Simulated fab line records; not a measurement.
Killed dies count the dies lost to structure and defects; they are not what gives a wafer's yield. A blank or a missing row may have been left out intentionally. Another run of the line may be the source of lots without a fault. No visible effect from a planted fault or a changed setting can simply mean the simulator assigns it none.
Chamber matching :: flow nand-harc :: NHARC_P_M2_ETCH_15 on rie-diel-10 has 4 sister chambers
The step etches the open film in C4F8/Ar, target depth 182.5 nm, time 91.2 s. 4 wafers are shown with their chamber, then 8 later ones without.

WAFERS PAIRED WITH THEIR CHAMBERS
wafer: L517.6
chamber: 2
rf-vpp-V (V): 441.4

wafer: L518.1
chamber: 0
rf-vpp-V (V): 439.7

wafer: L518.4
chamber: 3
rf-vpp-V (V): 439.9

wafer: L520.1
chamber: 1
rf-vpp-V (V): 438.7

WAFERS WITHOUT THEIR CHAMBER
wafer: L520.4
rf-vpp-V (V): 439.1

wafer: L520.5
rf-vpp-V (V): 438.7

wafer: L532.3
rf-vpp-V (V): 437.8

wafer: L532.5
rf-vpp-V (V): 438.9

wafer: L532.6
rf-vpp-V (V): 439.9

wafer: L535.4
rf-vpp-V (V): 438.0

wafer: L535.5
rf-vpp-V (V): 439.4

wafer: L535.6
rf-vpp-V (V): 440.6

EACH ONE'S CHAMBER
wafer: L520.4
from the rows above: can't be placed: 1 or 0 or 3
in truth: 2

wafer: L520.5
from the rows above: can't be placed: 1 or 0
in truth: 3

wafer: L532.3
from the rows above: can't be placed: 1 or 0
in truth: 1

wafer: L532.5
from the rows above: can't be placed: 1 or 0 or 3
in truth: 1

wafer: L532.6
from the rows above: can't be placed: 3 or 0
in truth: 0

wafer: L535.4
from the rows above: can't be placed: 1 or 0
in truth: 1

wafer: L535.5
from the rows above: can't be placed: 0 or 3 or 1
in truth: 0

wafer: L535.6
from the rows above: can't be placed: 3 or 2 or 0
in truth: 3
Correctly placed: 0 of 8. These rows do not allow placing 8 (true chamber among the candidates in 6). Number placed wrongly: 0.
How it was worked out, from the rows above alone: a wafer's distance from a chamber is the root of the sum, over the readings, of the square of ((its reading less the chamber's mean) divided by the reading's scatter). If the next closest chamber is less than 2 further off than the closest, the wafer can't be placed; otherwise it belongs to the closest. Each chamber's mean is taken over the wafers shown for it. The scatter: root of mean squared gap, hidden wafer to nearest shown wafer, with one shown wafer a chamber.
